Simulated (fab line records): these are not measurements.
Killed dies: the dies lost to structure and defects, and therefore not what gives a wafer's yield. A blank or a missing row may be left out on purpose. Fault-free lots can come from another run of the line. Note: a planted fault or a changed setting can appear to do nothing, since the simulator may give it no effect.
Which tool is to blame?	flow n5Finfet	10 lots, 30 wafers sampled, at 3 steps of a route of 1938

WHAT THE GAUGES READ, wafer by wafer
N5_BEOL_M4_RC_MEAS_101.
lot	measured	on	IOFF_P_LIN (nA/um)
L346	day 8 11:33	prober-02	0.102 0.113 0.110
L347	day 8 07:23	prober-01	0.103 0.330 0.323
L349	day 8 14:43	prober-01	0.106 0.119 0.114
L360	day 11 16:40	prober-02	0.111 0.112 0.120
L361	day 11 18:43	prober-02	0.091 0.088 0.091
L363	day 12 06:17	prober-02	0.102 0.106 0.107
L364	day 12 03:55	prober-01	0.112 0.109 0.111
L365	day 13 00:05	prober-02	0.083 0.093 0.088
L367	day 13 10:11	prober-02	0.082 0.088 0.094
L368	day 13 10:06	prober-01	0.079 0.099 0.101

WHAT TOOL EACH LOT RAN ON (gives the tool, then ch and the chambers of the sampled wafers, and finally the start)
lot	N5_HKMG_FIN_ALD_74	N5_BEOL_M4_ANNEAL_91
L346	aldHk-03 ch 0,1, day 4 08:10	pvdSputter-03, day 8 09:33
L347	aldHk-03 ch 0,3, day 4 10:08	pvdSputter-01, day 8 05:43
L349	aldHk-02 ch 0,2,3, day 4 21:53	pvdSputter-02, day 8 13:02
L360	aldHk-01 ch 0,2,3, day 7 16:23	pvdSputter-02, day 11 14:43
L361	aldHk-03 ch 0,1,2, day 8 01:21	pvdSputter-03, day 11 16:52
L363	aldHk-03 ch 1,2,3, day 8 13:59	pvdSputter-01, day 12 04:31
L364	aldHk-03 ch 0,2,3, day 8 17:34	pvdSputter-02, day 12 01:45
L365	aldHk-01 ch 0,1,3, day 9 01:23	pvdSputter-03, day 12 22:16
L367	aldHk-03 ch 1,2, day 9 12:29	pvdSputter-01, day 13 05:56
L368	aldHk-03 ch 0,2, day 9 18:50	pvdSputter-01, day 13 07:49
- N5_HKMG_FIN_ALD_74: deposits La2O3, target thk 0.5 nm, pulse time 6 s, co reactant pulse time 1 s.
- N5_BEOL_M4_ANNEAL_91: time 240 s.

THE ANSWER, worked out from the rows above alone
Rule: what is usual is taken from the lots themselves. Put in order of their means at a reading, lots are off if they are a third of the lots or fewer, leave a main group of 4 or more, and stand apart from it by a gap of 3 or more times the standard deviation of the main group's means; of several such gaps the widest counts. If all means in a main group match to the digits the tables above print for the reading, that group is not used. Also off: a lot with no number at a reading for which 4 or more lots have one. The other lots that the step has rows for count as sound.
Off: at N5_BEOL_M4_RC_MEAS_101 (IOFF_P_LIN), L347. The main group: mean 0.101 nA/um, standard deviation 0.011.
If a tool, at a process step before that reading, ran all the lots that are off and no sound lot after the first of them, it fits. Those tools and the gauges at N5_BEOL_M4_RC_MEAS_101 are tried in the same way. No candidate that was tried fits.

WHAT WAS PUT IN BY THE SIMULATOR
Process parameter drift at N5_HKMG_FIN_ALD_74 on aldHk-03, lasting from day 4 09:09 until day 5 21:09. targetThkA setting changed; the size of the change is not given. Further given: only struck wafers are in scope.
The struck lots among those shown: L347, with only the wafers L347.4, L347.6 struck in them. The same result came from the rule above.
